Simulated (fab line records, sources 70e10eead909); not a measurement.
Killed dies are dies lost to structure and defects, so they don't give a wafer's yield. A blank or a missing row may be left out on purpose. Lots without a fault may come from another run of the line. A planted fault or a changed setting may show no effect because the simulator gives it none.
fab line records | flow nand_harc
record lots=24 wafers=72 last_day=24
route steps=1159 shown A_CONTACT@942 A_BLC@987 A_M0@1018 A_M1@1038
lots that met no fault: from a run of the same line without faults
start_h: hours from the record's first day to the start of the lot's first wafer shown | wait_h: hours since the lot's step before | " the same as in the row above | L1.1+2: a row that stands for several wafers | - no value, or no start given | * or withheld: withheld | < > ~ a bound
route shown NAME@n: a module of which the file shows steps, and the number in the route of the first | usual: mean/standard deviation of fault-free wafers | same: alike in all rows | chamber/n: place in a boat | sites: the reading at each site | _std_site: their standard deviation | _edge_site: outer sites' mean less inner sites' | radius_mm: how far each site lies from the wafer's centre | mask NAME#n: copy n | behind: the tool/chamber that last shaped the wafer | hold: why the lot was held/for how many hours/how that ended | device: the transistor (n, p or np) that didn't switch | end of line: the same wafers' tests at the end of the route | a step without rows: its recipe alone | killed: dies lost to structure and defects at the first sort, not the wafer's yield | map: a wafer's dies, x killed, . not, _ none there
set.NAME: the setting as run; set.NAME@STEP: as run at that earlier step | model.NAME: the simulator's own value behind a step, which no gauge read
steps of the route over a sample of lots; a table a step, a row a wafer
services: from which hour (start_h, from the record's first day; less than 0 if before it) a tool's chamber was out of use, for how many hours, and why
## steps
# step NHARC_A_CONTACT_ETCH_31
# recipe target_depth_a=20000 over_etch_frac=0.3 time_s=520 ion_energy_ev=150 o2_flow_sccm=400 cos_flow_sccm=20 ar_flow_sccm=0 rf_w=500 bias_w=300 chemistry=O2/COS
# usual drypump_motor_current_A=5.7/0.47 oes_product_au=0.997/0.0085 rf_vpp_V=314.0/1.3 showerhead_plenum_p_Torr=3.11/0.078 throttle_valve_pct=28.331/0.0092
# columns lot.wafer tool chamber start_h wait_h drypump_motor_current_A oes_product_au rf_hours_counter_h rf_vpp_V showerhead_plenum_p_Torr throttle_valve_pct
L076.4 rie_diel-11 1 - - 5.3 1.008 1 311.9 2.96 28.346
L076.6 " 1 " " 5.3 0.998 - 312.1 2.96 28.320
L076.5 " 2 " " 6.0 0.985 - 314.4 3.20 28.322
L074.2 rie_diel-13 1 - - 6.1 1.012 18 313.9 3.09 28.322
L074.4 " 3 " " 5.1 0.998 17 314.4 3.05 28.336
L074.6 " 0 " " 5.6 1.001 - 315.0 3.13 28.321
L075.1 rie_diel-13 2 - - 6.1 0.999 19 315.0 3.20 28.320
L075.2 " 3 " " 5.1 1.002 19 313.4 3.05 28.337
L075.6 " 3 " " 5.1 0.996 - 312.5 3.05 28.328
L078.2 rie_diel-11 1 - - 5.3 0.989 11 311.2 2.95 28.335
L078.4 " 2 " " 6.0 0.981 12 315.5 3.19 28.343
L078.5 " 3 " " 5.0 1.011 - 314.1 3.07 28.317
L077.1 rie_diel-11 2 - - 6.0 0.987 14 314.6 3.19 28.333
L077.3 " 3 " " 5.0 0.995 13 315.4 3.07 28.324
L077.5 " 3 " " 5.0 0.996 - 313.9 3.07 28.340
L079.4 rie_diel-13 1 - - 6.1 0.988 25 314.6 3.09 28.331
L079.5 " 2 " " 6.1 0.986 - 314.4 3.20 28.345
L079.6 " 3 " " 5.1 0.990 - 313.9 3.05 28.326
L080.4 rie_diel-13 2 - - 6.2 0.996 24 316.2 3.20 28.332
L080.5 " 2 " " 6.1 0.992 - 314.7 3.20 28.343
L080.6 " 3 " " 5.1 0.992 - 313.0 3.05 28.336
L081.3 rie_diel-13 1 - - 6.1 0.997 26 313.3 3.09 28.331
L081.1 " 2 " " 6.2 0.998 25 313.8 3.19 28.329
L081.6 " 1 " " 6.1 1.004 - 314.1 3.09 28.341
L082.1 rie_diel-13 2 - - 6.1 0.996 26 315.7 3.19 28.334
L082.2 " 0 " " 5.6 1.007 25 314.9 3.13 28.327
L082.4 " 2 " " 6.1 0.992 - 314.4 3.20 28.340
L084.1 rie_diel-11 2 - - 6.0 0.994 25 315.4 3.18 28.324
L084.2 " 3 " " 5.0 1.006 25 314.1 3.06 28.343
L084.3 " 0 " " 6.0 0.998 23 314.9 3.09 28.340
L083.3 rie_diel-11 0 - - 6.0 0.989 24 313.9 3.09 28.332
L083.1 " 1 " " 5.4 1.004 25 312.7 2.94 28.342
L083.2 " 2 " " 6.0 1.000 26 315.2 3.18 28.318
L087.2 rie_diel-13 1 - - 6.1 1.003 31 313.2 3.09 28.335
L087.1 " 3 " " 5.1 0.993 27 314.1 3.05 28.339
L087.6 " 1 " " 6.1 0.995 - 312.9 3.09 28.336
L086.3 rie_diel-09 3 - - 5.8 1.002 6 310.7 2.99 28.317
L086.4 " 1 " " 6.8 0.990 - 315.0 3.24 28.329
L086.5 " 3 " " 5.8 0.999 - 314.0 2.99 28.320
L085.1 rie_diel-09 1 - - 6.7 0.980 9 314.6 3.24 28.329
L085.2 " 2 " " 5.4 0.980 8 313.5 3.12 28.323
L085.5 " 0 " " 5.5 1.001 - 315.8 3.24 28.330
L090.1 rie_diel-13 3 - - 5.1 0.992 2 314.2 3.05 28.318
L090.6 " 3 " " 5.1 0.981 - 313.3 3.05 28.343
L090.5 " 0 " " 5.6 0.986 - 313.1 3.12 28.327
L089.4 rie_diel-13 2 - - 6.2 0.998 3 315.3 3.19 28.331
L089.1 " 0 " " 5.6 0.989 3 314.9 3.12 28.323
L089.5 " 2 " " 6.2 0.997 - 314.8 3.19 28.329
L088.1 rie_diel-13 2 - - 6.2 0.997 5 315.5 3.19 28.331
L088.6 " 3 " " 5.1 0.994 - 313.4 3.05 28.342
L088.5 " 0 " " 5.6 0.996 - 313.5 3.12 28.322
L092.3 rie_diel-09 2 - - 5.4 0.993 14 314.6 3.12 28.327
L092.1 " 0 " " 5.5 0.988 12 316.0 3.24 28.326
L092.5 " 2 " " 5.4 0.992 - 311.9 3.12 28.311
L091.1 rie_diel-09 3 - - 5.7 1.009 18 310.9 2.99 28.326
L091.4 " 2 " " 5.4 0.999 15 314.6 3.12 28.336
L091.5 " 3 " " 5.7 1.004 - 312.0 2.99 28.333
L094.2 rie_diel-13 2 - - 6.1 0.999 7 314.4 3.19 28.363
L094.4 " 0 " " 5.6 1.002 6 314.7 3.12 28.341
L094.5 " 2 " " 6.1 1.006 - 315.8 3.19 28.345
L093.2 rie_diel-09 0 - - 5.5 0.986 19 317.8 3.24 28.366
L093.3 " 2 " " 5.4 0.996 17 312.9 3.12 28.319
L093.6 " 3 " " 5.7 0.994 - 311.3 2.99 28.327
L095.4 rie_diel-13 1 - - 6.1 0.993 7 313.9 3.08 28.333
L095.1 " 3 " " 5.1 0.996 8 314.0 3.05 28.332
L095.5 " 1 " " 6.1 0.990 - 313.9 3.08 28.331
L096.4 rie_diel-13 2 - - 6.2 0.993 9 315.7 3.19 28.328
L096.2 " 0 " " 5.6 0.995 9 313.7 3.12 28.330
L096.5 " 2 " " 6.2 1.006 - 315.3 3.19 28.332
L097.3 rie_diel-13 3 - - 5.1 1.009 10 312.4 3.05 28.331
L097.2 " 1 " " 6.1 1.005 10 312.4 3.08 28.341
L097.1 " 2 " " 6.1 1.014 10 314.8 3.19 28.327
# step NHARC_A_BLC_PVD_32
# recipe target_thk_a=50 chamber_pressure_pa=5 power_w=5000 substrate_temp_c=200 time_s=17.7 material=Ti
# usual throttle_valve_pct=29.9/0.59
# columns lot.wafer tool chamber start_h wait_h throttle_valve_pct
L076.4 pvd_sputter-01 - - - 30.4
L076.5 " - " " 29.8
L076.6 " - " " 30.1
L074.4 pvd_sputter-03 - - - 29.0
L074.2 " - " " 29.1
L074.6 " - " " 29.2
L075.2 pvd_sputter-02 - - - 30.7
L075.1 " - " " 30.1
L075.6 " - " " 30.1
L078.4 pvd_sputter-02 - - - 30.7
L078.2 " - " " 30.3
L078.5 " - " " 30.6
L077.3 pvd_sputter-03 - - - 30.7
L077.1 " - " " 29.2
L077.5 " - " " 29.3
L079.4 pvd_sputter-01 - - - 29.8
L079.5 " - " " 29.8
L079.6 " - " " 30.2
L080.4 pvd_sputter-03 - - - 29.0
L080.6 " - " " 30.7
L080.5 " - " " 29.4
L081.3 pvd_sputter-01 - - - 30.0
L081.1 " - " " 30.1
L081.6 " - " " 29.8
L082.1 pvd_sputter-01 - - - 30.0
L082.4 " - " " 30.0
L082.2 " - " " 29.9
L084.2 pvd_sputter-02 - - - 30.5
L084.1 " - " " 30.4
L084.3 " - " " 30.7
L083.1 pvd_sputter-02 - - - 30.6
L083.2 " - " " 30.4
L083.3 " - " " 29.8
L087.2 pvd_sputter-02 - - - 30.3
L087.1 " - " " 30.0
L087.6 " - " " 29.8
L086.4 pvd_sputter-02 - - - 30.1
L086.3 " - " " 29.8
L086.5 " - " " 31.1
L085.2 pvd_sputter-03 - - - 28.9
L085.1 " - " " 29.0
L085.5 " - " " 29.0
L090.1 pvd_sputter-02 - - - 30.6
L090.5 " - " " 30.3
L090.6 " - " " 30.7
L089.4 pvd_sputter-03 - - - 29.3
L089.1 " - " " 30.4
L089.5 " - " " 28.7
L088.1 pvd_sputter-02 - - - 30.4
L088.5 " - " " 30.2
L088.6 " - " " 30.0
L092.1 pvd_sputter-03 - - - 29.0
L092.3 " - " " 30.2
L092.5 " - " " 29.0
L091.1 pvd_sputter-03 - - - 29.1
L091.4 " - " " 28.9
L091.5 " - " " 29.2
L094.2 pvd_sputter-02 - - - 30.8
L094.4 " - " " 30.5
L094.5 " - " " 30.6
L093.3 pvd_sputter-01 - - - 30.3
L093.2 " - " " 30.0
L093.6 " - " " 30.1
L095.4 pvd_sputter-01 - - - 30.1
L095.1 " - " " 30.1
L095.5 " - " " 30.3
L096.4 pvd_sputter-02 - - - 30.5
L096.2 " - " " 29.7
L096.5 " - " " 30.8
L097.3 pvd_sputter-01 - - - 29.7
L097.1 " - " " 29.6
L097.2 " - " " 31.0
# step NHARC_A_M0_ANNEAL_30
# recipe temp_c=225 time_s=90
# usual wafer_temp_C_max=226.34/0.27
# columns lot.wafer tool chamber start_h wait_h wafer_temp_C_max
L076.4 rtp_anneal-01 0 412.22 - 226.11
L076.5 " 0 " " 226.41
L076.6 " 0 " " 226.41
L074.2 rtp_anneal-02 0 414.53 - 226.24
L074.4 " 0 " " 225.94
L074.6 " 0 " " 226.58
L075.1 rtp_anneal-01 0 417.70 0.3 226.23
L075.2 " 0 " " 226.32
L075.6 " 0 " " 226.76
L078.2 rtp_anneal-02 0 418.79 0.4 226.24
L078.4 " 0 " " 226.35
L078.5 " 0 " " 226.14
L077.1 rtp_anneal-01 0 428.22 - 226.64
L077.3 " 0 " " 226.07
L077.5 " 0 " " 226.52
L079.4 rtp_anneal-02 0 431.23 0.4 226.48
L079.5 " 0 " " 226.24
L079.6 " 0 " " 226.61
L080.4 rtp_anneal-01 0 433.63 - 226.40
L080.5 " 0 " " 226.11
L080.6 " 0 " " 226.11
L081.1 rtp_anneal-01 0 443.87 0.4 225.92
L081.3 " 0 " " 226.29
L081.6 " 0 " " 226.14
L082.1 rtp_anneal-02 0 449.69 0.3 226.05
L082.2 " 0 " " 225.85
L082.4 " 0 " " 226.35
L084.1 rtp_anneal-01 0 455.02 0.3 226.35
L084.2 " 0 " " 226.18
L084.3 " 0 " " 226.38
L083.1 rtp_anneal-01 0 455.73 0.3 226.77
L083.2 " 0 " " 226.57
L083.3 " 0 " " 226.61
L087.1 rtp_anneal-01 0 467.05 - 226.17
L087.2 " 0 " " 226.09
L087.6 " 0 " " 226.24
L086.3 rtp_anneal-02 0 470.50 - 226.38
L086.4 " 0 " " 226.40
L086.5 " 0 " " 227.00
L085.1 rtp_anneal-01 0 476.96 - 226.18
L085.2 " 0 " " 227.21
L085.5 " 0 " " 226.18
L090.1 rtp_anneal-01 0 480.79 - 226.43
L090.5 " 0 " " 226.44
L090.6 " 0 " " 226.00
L089.1 rtp_anneal-01 0 483.47 0.3 226.21
L089.4 " 0 " " 226.18
L089.5 " 0 " " 226.22
L088.1 rtp_anneal-01 0 505.06 - 226.38
L088.5 " 0 " " 226.05
L088.6 " 0 " " 226.79
L092.1 rtp_anneal-01 0 505.37 - 226.75
L092.3 " 0 " " 226.18
L092.5 " 0 " " 226.47
L091.1 rtp_anneal-01 0 510.04 0.4 226.36
L091.4 " 0 " " 226.60
L091.5 " 0 " " 226.10
L094.2 rtp_anneal-02 0 510.79 - 225.89
L094.4 " 0 " " 226.23
L094.5 " 0 " " 226.38
L093.2 rtp_anneal-01 0 511.17 - 226.36
L093.3 " 0 " " 226.43
L093.6 " 0 " " 226.37
L095.1 rtp_anneal-02 0 515.72 0.3 226.21
L095.4 " 0 " " 225.99
L095.5 " 0 " " 226.31
L096.2 rtp_anneal-01 0 528.18 0.4 226.56
L096.4 " 0 " " 226.43
L096.5 " 0 " " 226.40
L097.1 rtp_anneal-02 0 533.86 0.3 225.48
L097.2 " 0 " " 225.79
L097.3 " 0 " " 226.41
# step NHARC_A_M0_INSPECT_27
# usual raw_defect_count=492/170
# columns lot.wafer tool chamber start_h wait_h raw_defect_count
L076.4 defect_inspect-01 - 412.88 0.0 596
L076.5 " - " " 346
L076.6 " - " " 526
L074.2 defect_inspect-01 - 415.30 0.0 318
L074.4 " - " " 319
L074.6 " - " " 305
L075.1 defect_inspect-01 - 418.51 0.0 555
L075.2 " - " " 591
L075.6 " - " " 388
L078.2 defect_inspect-02 - 419.57 0.1 560
L078.4 " - " " 564
L078.5 " - " " 451
L077.1 defect_inspect-02 - 429.04 0.0 432
L077.3 " - " " 515
L077.5 " - " " 657
L079.4 defect_inspect-02 - 431.89 0.0 393
L079.5 " - " " 430
L079.6 " - " " 304
L080.4 defect_inspect-01 - 434.30 0.0 280
L080.5 " - " " 320
L080.6 " - " " 354
L081.1 defect_inspect-01 - 444.70 0.0 414
L081.3 " - " " 533
L081.6 " - " " 273
L082.1 defect_inspect-01 - 450.52 0.0 433
L082.2 " - " " 406
L082.4 " - " " 630
L084.1 defect_inspect-02 - 455.84 0.0 562
L084.2 " - " " 752
L084.3 " - " " 1128
L083.1 defect_inspect-02 - 456.57 0.0 434
L083.2 " - " " 504
L083.3 " - " " 427
L087.1 defect_inspect-01 - 467.88 0.0 380
L087.2 " - " " 534
L087.6 " - " " 403
L086.3 defect_inspect-02 - 471.22 0.0 658
L086.4 " - " " 516
L086.5 " - " " 760
L085.1 defect_inspect-02 - 477.78 0.0 363
L085.2 " - " " 507
L085.5 " - " " 722
L090.1 defect_inspect-01 - 481.62 0.0 410
L090.5 " - " " 579
L090.6 " - " " 390
L089.1 defect_inspect-01 - 484.28 0.0 524
L089.4 " - " " 378
L089.5 " - " " 434
L088.1 defect_inspect-02 - 505.88 0.0 463
L088.5 " - " " 551
L088.6 " - " " 416
L092.1 defect_inspect-01 - 506.21 0.0 295
L092.3 " - " " 476
L092.5 " - " " 488
L091.1 defect_inspect-02 - 510.91 0.0 409
L091.4 " - " " 393
L091.5 " - " " 433
L094.2 defect_inspect-01 - 511.56 0.0 254
L094.4 " - " " 292
L094.5 " - " " 480
L093.2 defect_inspect-02 - 511.97 0.0 457
L093.3 " - " " 712
L093.6 " - " " 635
L095.1 defect_inspect-01 - 516.54 0.0 688
L095.4 " - " " 461
L095.5 " - " " 396
L096.2 defect_inspect-02 - 528.94 0.0 541
L096.4 " - " " 603
L096.5 " - " " 584
L097.1 defect_inspect-01 - 534.68 0.0 518
L097.2 " - " " 326
L097.3 " - " " 465
# step NHARC_A_M1_INSPECT_11
# usual raw_defect_count=30/11
# columns lot.wafer tool chamber start_h wait_h raw_defect_count
L076.4 defect_inspect-01 - 415.02 0.0 29
L076.5 " - " " 47
L076.6 " - " " 36
L074.2 defect_inspect-02 - 416.82 0.0 30
L074.4 " - " " 25
L074.6 " - " " 27
L075.1 defect_inspect-01 - 420.05 0.0 22
L075.2 " - " " 20
L075.6 " - " " 12
L078.2 defect_inspect-01 - 422.19 0.0 23
L078.4 " - " " 20
L078.5 " - " " 20
L077.1 defect_inspect-01 - 430.56 0.0 35
L077.3 " - " " 47
L077.5 " - " " 37
L079.4 defect_inspect-02 - 433.42 0.0 7
L079.5 " - " " 12
L079.6 " - " " 13
L080.4 defect_inspect-02 - 435.80 0.0 27
L080.5 " - " " 21
L080.6 " - " " 28
L081.1 defect_inspect-02 - 446.25 0.1 33
L081.3 " - " " 27
L081.6 " - " " 25
L082.1 defect_inspect-02 - 451.93 0.0 28
L082.2 " - " " 32
L082.4 " - " " 32
L084.1 defect_inspect-02 - 457.35 0.0 29
L084.2 " - " " 24
L084.3 " - " " 32
L083.1 defect_inspect-02 - 458.14 0.0 8
L083.2 " - " " 16
L083.3 " - " " 16
L087.1 defect_inspect-01 - 469.40 0.0 27
L087.2 " - " " 23
L087.6 " - " " 25
L086.3 defect_inspect-02 - 472.87 0.0 25
L086.4 " - " " 28
L086.5 " - " " 29
L085.1 defect_inspect-01 - 479.77 0.0 11
L085.2 " - " " 16
L085.5 " - " " 12
L090.1 defect_inspect-02 - 483.20 0.0 38
L090.5 " - " " 37
L090.6 " - " " 34
L089.1 defect_inspect-02 - 486.17 0.0 34
L089.4 " - " " 30
L089.5 " - " " 23
L088.1 defect_inspect-01 - 507.55 0.0 43
L088.5 " - " " 39
L088.6 " - " " 27
L092.1 defect_inspect-01 - 507.86 0.0 24
L092.3 " - " " 35
L092.5 " - " " 26
L091.1 defect_inspect-01 - 512.43 0.0 28
L091.4 " - " " 30
L091.5 " - " " 32
L094.2 defect_inspect-01 - 513.09 0.0 30
L094.4 " - " " 24
L094.5 " - " " 34
L093.2 defect_inspect-02 - 513.53 0.0 33
L093.3 " - " " 27
L093.6 " - " " 45
L095.1 defect_inspect-01 - 518.11 0.0 42
L095.4 " - " " 30
L095.5 " - " " 48
L096.2 defect_inspect-01 - 530.46 0.0 66
L096.4 " - " " 49
L096.5 " - " " 48
L097.1 defect_inspect-02 - 536.20 0.0 45
L097.2 " - " " 42
L097.3 " - " " 54
# step NHARC_A_M1_ETCH_15
# recipe target_depth_a=1825 time_s=91.2 c4f8_flow_sccm=withheld ar_flow_sccm=400 rf_w=600 bias_w=300 chemistry=C4F8/Ar
# usual oes_product_au=0.954/0.018 rf_vpp_V=439.6/2.3
# columns lot.wafer tool chamber start_h wait_h oes_product_au rf_hours_counter_h rf_vpp_V
L076.4 rie_diel-06 2 - - 0.925 10.0 436.7
L076.6 " 3 " " 0.963 - 442.6
L076.5 " 0 " " 0.932 - 440.5
L074.2 rie_diel-06 0 - - 0.929 9.8 441.5
L074.4 " 3 " " 0.970 8.1 442.0
L074.6 " 0 " " 0.938 - 440.1
L075.2 rie_diel-12 1 - - 0.958 2.5 437.9
L075.1 " 0 " " 0.975 2.9 440.6
L075.6 " 1 " " 0.946 - 436.8
L078.2 rie_diel-12 1 - - 0.957 2.7 437.4
L078.4 " 3 " " 0.997 3.0 440.7
L078.5 " 0 " " 0.960 - 440.6
L077.1 rie_diel-06 1 - - 0.955 0.0 442.8
L077.3 " 2 " " 0.959 0.0 439.6
L077.5 " 1 " " 0.945 - 442.4
L079.4 rie_diel-06 0 - - 0.974 0.1 440.4
L079.6 " 0 " " 0.980 - 439.2
L079.5 " 1 " " 0.960 - 441.9
L080.4 rie_diel-06 1 - - 0.967 0.2 443.6
L080.5 " 1 " " 0.967 - 443.7
L080.6 " 2 " " 0.958 - 438.0
L081.1 rie_diel-07 1 - - 0.945 0.7 438.4
L081.3 " 2 " " 0.940 0.7 444.6
L081.6 " 1 " " 0.944 - 437.2
L082.2 rie_diel-12 1 - - 0.965 4.0 438.1
L082.1 " 2 " " 0.982 3.6 435.1
L082.4 " 0 " " 0.966 4.4 440.6
L084.2 rie_diel-07 0 - - 0.941 1.0 437.8
L084.3 " 1 " " 0.941 1.0 437.6
L084.1 " 3 " " 0.963 1.2 436.4
L083.1 rie_diel-12 2 - - 0.994 3.8 437.0
L083.2 " 3 " " 0.973 4.2 439.7
L083.3 " 0 " " 0.962 4.6 438.1
L087.1 rie_diel-12 1 - - 0.949 4.6 436.8
L087.2 " 2 " " 0.956 4.2 435.2
L087.6 " 3 " " 0.959 - 441.2
L086.3 rie_diel-12 1 - - 0.961 4.7 437.6
L086.4 " 2 " " 0.958 4.3 436.5
L086.5 " 2 " " 0.961 - 435.5
L085.2 rie_diel-07 1 - - 0.959 1.6 437.3
L085.1 " 3 " " 0.957 1.6 439.4
L085.5 " 0 " " 0.956 - 436.7
L090.1 rie_diel-06 1 - - 0.954 4.2 443.9
L090.6 " 2 " " 0.949 - 437.6
L090.5 " 1 " " 0.954 - 443.5
L089.1 rie_diel-06 2 - - 0.953 4.6 437.3
L089.5 " 2 " " 0.949 - 439.3
L089.4 " 1 " " 0.958 - 441.6
L088.1 rie_diel-06 1 - - 0.900 5.7 442.9
L088.5 " 2 " " 0.915 - 440.3
L088.6 " 3 " " 0.918 - 441.7
L092.3 rie_diel-06 0 - - 0.962 6.5 440.0
L092.1 " 2 " " 0.960 6.0 437.2
L092.5 " 3 " " 0.963 - 442.6
L091.1 rie_diel-12 3 - - 0.930 7.9 439.5
L091.4 " 0 " " 0.919 8.1 438.5
L091.5 " 2 " " 0.926 - 436.2
L094.4 rie_diel-06 3 - - 0.962 6.8 442.4
L094.2 " 0 " " 0.946 6.8 438.7
L094.5 " 3 " " 0.948 - 440.9
L093.2 rie_diel-06 0 - - 0.937 6.9 440.3
L093.3 " 1 " " 0.947 6.2 444.6
L093.6 " 0 " " 0.946 - 439.9
L095.1 rie_diel-06 0 - - 0.954 7.1 439.6
L095.4 " 1 " " 0.970 6.4 441.9
L095.5 " 0 " " 0.942 - 440.6
L096.4 rie_diel-07 1 - - 0.955 2.6 437.5
L096.2 " 2 " " 0.954 3.0 443.1
L096.5 " 3 " " 0.960 - 437.6
L097.3 rie_diel-06 1 - - 0.965 7.2 441.5
L097.2 " 2 " " 0.973 7.3 439.3
L097.1 " 3 " " 0.984 8.1 442.2
## services
# columns tool chamber start_h hours kind
rie_diel-11 - 367.85 9.0 pm
rie_diel-13 - 369.96 1.1 repair
rie_diel-12 - 379.56 9.0 pm
rie_diel-06 - 381.89 0.5 repair
pvd_sputter-02 - 393.37 10.0 pm
rie_diel-09 - 407.74 0.8 repair
rie_diel-09 - 414.50 0.5 repair
rie_diel-06 - 418.49 9.0 pm
rie_diel-13 3 421.97 15.2 repair
rie_diel-13 2 430.23 30.7 repair
rie_diel-09 - 432.03 9.0 pm
rie_diel-13 1 435.15 6.1 repair
pvd_sputter-02 - 443.94 0.5 repair
rie_diel-09 0 449.41 8.0 repair
rie_diel-13 - 453.00 9.0 pm
pvd_sputter-03 - 458.00 10.0 pm
pvd_sputter-01 - 475.46 8.3 repair
rie_diel-06 3 480.44 8.1 repair
rie_diel-13 0 487.25 4.7 repair
pvd_sputter-02 - 507.99 11.2 repair
pvd_sputter-01 - 514.00 10.0 pm
pvd_sputter-02 - 523.10 0.7 repair
rie_diel-11 0 528.69 13.7 repair
rie_diel-13 2 533.46 6.6 repair
## key
fault none
